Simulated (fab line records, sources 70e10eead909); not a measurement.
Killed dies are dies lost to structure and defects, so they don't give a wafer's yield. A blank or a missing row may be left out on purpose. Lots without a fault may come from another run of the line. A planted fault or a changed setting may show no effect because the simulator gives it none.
Which tool did it? | flow nand_harc | 13 lots, 39 wafers sampled, at 5 steps of a route of 1159

WHAT THE GAUGES READ, wafer by wafer
NHARC_A_SGD_CUT_CD_MEAS_09: target cd 100 nm. Usual: cd_nm 99.7 nm, standard deviation 0.58.
lot  | measured     | on        | cd_nm (nm)        | flag
L611 | day 13 15:07 | cd_sem-02 | 100.0 100.2 100.7 |
L612 | day 14 11:29 | cd_sem-03 | 99.5 98.6 99.3    |
L616 | day 14 22:01 | cd_sem-03 | 100.0 100.4 100.5 |
L617 | day 15 12:55 | cd_sem-02 | 99.9 99.8 99.8    |
L620 | day 16 14:04 | cd_sem-01 | 99.4 100.5 100.7  |
L626 | day 17 05:54 | cd_sem-02 | 99.9 99.9 99.4    |
L627 | day 17 06:02 | cd_sem-01 | 99.8 100.9 100.0  |
L628 | day 17 14:05 | cd_sem-01 | 99.6 98.9 99.5    |
L630 | day 18 20:10 | cd_sem-01 | 99.7 99.9 100.1   |
L632 | day 19 04:04 | cd_sem-02 | 99.4 99.6 100.5   |
L633 | day 19 04:16 | cd_sem-02 | 100.0 99.6 99.2   |
L631 | day 19 06:02 | cd_sem-02 | 99.1 99.0 99.6    |
L634 | day 19 23:02 | cd_sem-03 | 100.3 100.4 100.3 |

NHARC_END_SORT_01. Usual: killed_at_array 28, standard deviation 10; killed_at_other 0.5, standard deviation 0.82; killed_at_periphery 3.4, standard deviation 2.2; killed_dies 31, standard deviation 10; killed_open 3.4, standard deviation 1.9; killed_short 1.9, standard deviation 1.3.
lot  | measured     | on        | killed_at_array | killed_at_other | killed_at_periphery | killed_dies | killed_open | killed_short | flag
L620 | day 22 13:51 | prober-02 | 25 20 32        | 0 0 1           | 8 6 6               | 33 26 39    | 1 4 6       | 1 1 0        |
L626 | day 22 21:35 | prober-01 | 673 676 673     | 0 0 0           | 4 1 4               | 677 677 677 | 6 3 7       | 1 3 1        | OFF
L627 | day 23 11:35 | prober-02 | 674 675 674     | 0 0 1           | 3 2 2               | 677 677 677 | 9 4 2       | 2 2 4        | OFF
L633 | day 24 10:56 | prober-02 | 31 34 22        | 0 3 0           | 3 1 6               | 34 38 28    | 4 3 6       | 0 5 4        |
L631 | day 24 17:08 | prober-01 | 45 32 31        | 0 0 0           | 3 1 4               | 48 33 35    | 4 0 3       | 1 1 1        |

WHICH TOOL RAN EACH LOT (tool, then ch and the chambers of the sampled wafers, then the start)
lot  | NHARC_A_STAIRCASE_CMP_152     | NHARC_A_SGD_CUT_ETCH_16                       | NHARC_A_SGD_CUT_STRIP_17
L611 | cmp-02 ch 0,3, day 13 12:28   | rie_diel-05 ch 0,1, day 13 16:05 or earlier   | rie_diel-05 ch 2,3, day 13 16:05
L612 | cmp-02 ch 2,3, day 14 08:38   | rie_diel-05 ch 1,2,3, day 14 12:41 or earlier | rie_diel-05 ch 1,2, day 14 12:41
L616 | cmp-01 ch 0,2,3, day 14 19:21 | rie_diel-08 ch 0,1,2, day 14 23:02 or earlier | rie_diel-08 ch 0,1,3, day 14 23:02
L617 | cmp-04 ch 0,3, day 15 10:28   | rie_diel-04 ch 0,1,2, day 15 13:55 or earlier | rie_diel-04 ch 1,2,3, day 15 13:55
L620 | cmp-02 ch 1,2,3, day 16 11:30 | rie_diel-04 ch 0,1,3, day 16 15:01 or earlier | rie_diel-04 ch 0,3, day 16 15:01
L626 | cmp-02 ch 0,1,3, day 17 02:58 | rie_diel-05 ch 0,1,2, day 17 06:54 or earlier | rie_diel-05 ch 0,1,3, day 17 06:54
L627 | cmp-01 ch 0,1,2, day 17 03:08 | rie_diel-08 ch 0,1,3, day 17 07:00 or earlier | rie_diel-08 ch 1,2,3, day 17 07:00
L628 | cmp-01 ch 0,2,3, day 17 11:34 | rie_diel-08 ch 0,1,2, day 17 15:03 or earlier | rie_diel-08 ch 0,1,3, day 17 15:03
L630 | cmp-01 ch 0,1,3, day 18 17:28 | rie_diel-08 ch 0,2,3, day 18 21:08 or earlier | rie_diel-08 ch 0,2,3, day 18 21:08
L632 | cmp-02 ch 2,3, day 19 01:17   | rie_diel-05 ch 1,2,3, day 19 05:02 or earlier | rie_diel-05 ch 0,1,2, day 19 05:02
L633 | cmp-04 ch 2,3, day 19 01:43   | rie_diel-04 ch 1,3, day 19 05:13 or earlier   | rie_diel-04 ch 0,2,3, day 19 05:13
L631 | cmp-02 ch 1,2,3, day 19 03:25 | rie_diel-08 ch 0,1,2, day 19 07:03 or earlier | rie_diel-08 ch 1,2,3, day 19 07:03
L634 | cmp-02 ch 0,1,2, day 19 20:31 | rie_diel-05 ch 1,2,3, day 20 00:01 or earlier | rie_diel-05 ch 0,1,3, day 20 00:01
- NHARC_A_STAIRCASE_CMP_152: polishes.
- NHARC_A_SGD_CUT_ETCH_16: etches the open film in C4F8/O2/Ar, target depth 310.5 nm, time 155.2 s.
- NHARC_A_SGD_CUT_STRIP_17: strips in O2.

WHAT THE TOOLS THEMSELVES READ (means of the sampled wafers that have a number; where no wafer has one, the mark that the record gives instead)
NHARC_A_STAIRCASE_CMP_152. Usual: motor_current_A 12.4 A, standard deviation 1.2.
lot  | tool   | motor_current_A (A) | flag
L611 | cmp-02 | 12.4                |
L612 | cmp-02 | 11.5                |
L616 | cmp-01 | 12.8                |
L617 | cmp-04 | 12.5                |
L620 | cmp-02 | 11.3                |
L626 | cmp-02 | 11.7                |
L627 | cmp-01 | 12.8                |
L628 | cmp-01 | 13.0                |
L630 | cmp-01 | 12.1                |
L632 | cmp-02 | 12.0                |
L633 | cmp-04 | 13.0                |
L631 | cmp-02 | 11.8                |
L634 | cmp-02 | 11.8                |

NHARC_A_SGD_CUT_ETCH_16. Usual: oes_product_au 0.973 a.u., standard deviation 0.015; rf_vpp_V 722 V, standard deviation 4.8.
lot  | tool        | oes_product_au (a.u.) | rf_vpp_V (V) | flag
L611 | rie_diel-05 | 0.978                 | 717          |
L612 | rie_diel-05 | 0.976                 | 723          |
L616 | rie_diel-08 | 0.973                 | 725          |
L617 | rie_diel-04 | 0.963                 | 721          |
L620 | rie_diel-04 | 0.978                 | 719          |
L626 | rie_diel-05 | 0.987                 | 721          |
L627 | rie_diel-08 | 0.963                 | 725          |
L628 | rie_diel-08 | 0.970                 | 726          |
L630 | rie_diel-08 | 0.966                 | 727          |
L632 | rie_diel-05 | 0.989                 | 725          |
L633 | rie_diel-04 | 0.973                 | 718          |
L631 | rie_diel-08 | 0.965                 | 724          |
L634 | rie_diel-05 | 0.978                 | 724          |

NHARC_A_SGD_CUT_STRIP_17. Usual: chamber_pressure_mTorr 60.00 mTorr, standard deviation 0.056; drypump_motor_current_A 5.6 A, standard deviation 0.6; oes_product_au 1.002 a.u., standard deviation 0.01; rf_vpp_V 57.8 V, standard deviation 0.89; showerhead_plenum_p_Torr 3.50 Torr, standard deviation 0.16; throttle_valve_pct 17.036 %, standard deviation 0.0087.
lot  | tool        | chamber_pressure_mTorr (mTorr) | drypump_motor_current_A (A) | oes_product_au (a.u.) | rf_vpp_V (V) | showerhead_plenum_p_Torr (Torr) | throttle_valve_pct (%) | flag
L611 | rie_diel-05 | 59.95                          | 5.2                         | 1.000                 | 58.5         | 3.69                            | 17.038                 |
L612 | rie_diel-05 | 59.99                          | 5.0                         | 1.012                 | 58.1         | 3.63                            | 17.034                 |
L616 | rie_diel-08 | 59.96                          | 6.1                         | 0.993                 | 57.9         | 3.59                            | 17.034                 |
L617 | rie_diel-04 | 60.01                          | 5.9                         | 0.996                 | 57.9         | 3.45                            | 17.038                 |
L620 | rie_diel-04 | 59.96                          | 6.4                         | 0.999                 | 57.3         | 3.37                            | 17.040                 |
L626 | rie_diel-05 | -                              | -                           | -                     | -            | -                               | -                      | OFF
L627 | rie_diel-08 | -                              | -                           | -                     | -            | -                               | -                      | OFF
L628 | rie_diel-08 | 59.99                          | 6.1                         | 0.987                 | 58.6         | 3.59                            | 17.042                 |
L630 | rie_diel-08 | 59.97                          | 5.6                         | 0.993                 | 58.1         | 3.63                            | 17.041                 |
L632 | rie_diel-05 | 60.03                          | 4.9                         | 1.007                 | 57.3         | 3.47                            | 17.040                 |
L633 | rie_diel-04 | 59.97                          | 6.0                         | 1.005                 | 56.7         | 3.45                            | 17.028                 |
L631 | rie_diel-08 | 60.00                          | 5.7                         | 0.993                 | 57.9         | 3.64                            | 17.032                 |
L634 | rie_diel-05 | 60.02                          | 5.0                         | 1.004                 | 58.3         | 3.42                            | 17.034                 |

THE ANSWER, worked out from the rows above alone
Rule: a lot is off if the mean of its wafers that have a number lies more than 3 standard deviations from the usual mean. A lot without any number at a reading at which 4 lots or more have one is off too. The other lots that the step has rows for count as sound. The gauges are gone through in route order, then the tools' own readings, and for those a lot's mean is taken as printed above. The first step at which some lot is off is used, and at that step the reading that is off furthest; a lot without a number counts as furthest.
Off: L626, L627, at NHARC_END_SORT_01 (killed_at_array). Neither off nor sound, because the step has no rows for them: L611, L612, L616, L617, L628, L630, L632, L634.
A tool fits if, at a process step before that reading, it ran every lot that is off, and no sound lot after the first of them. The gauges at NHARC_END_SORT_01 aren't tried: what is off there is off at NHARC_A_SGD_CUT_STRIP_17 too, on other tools, and a gauge's error can't cause that. NHARC_A_SGD_CUT_ETCH_16 gives no start for some lots, so the hours and the order of its lots are those of NHARC_A_SGD_CUT_STRIP_17. None of those tried fits.

WHAT THE SIMULATOR HAD PUT IN
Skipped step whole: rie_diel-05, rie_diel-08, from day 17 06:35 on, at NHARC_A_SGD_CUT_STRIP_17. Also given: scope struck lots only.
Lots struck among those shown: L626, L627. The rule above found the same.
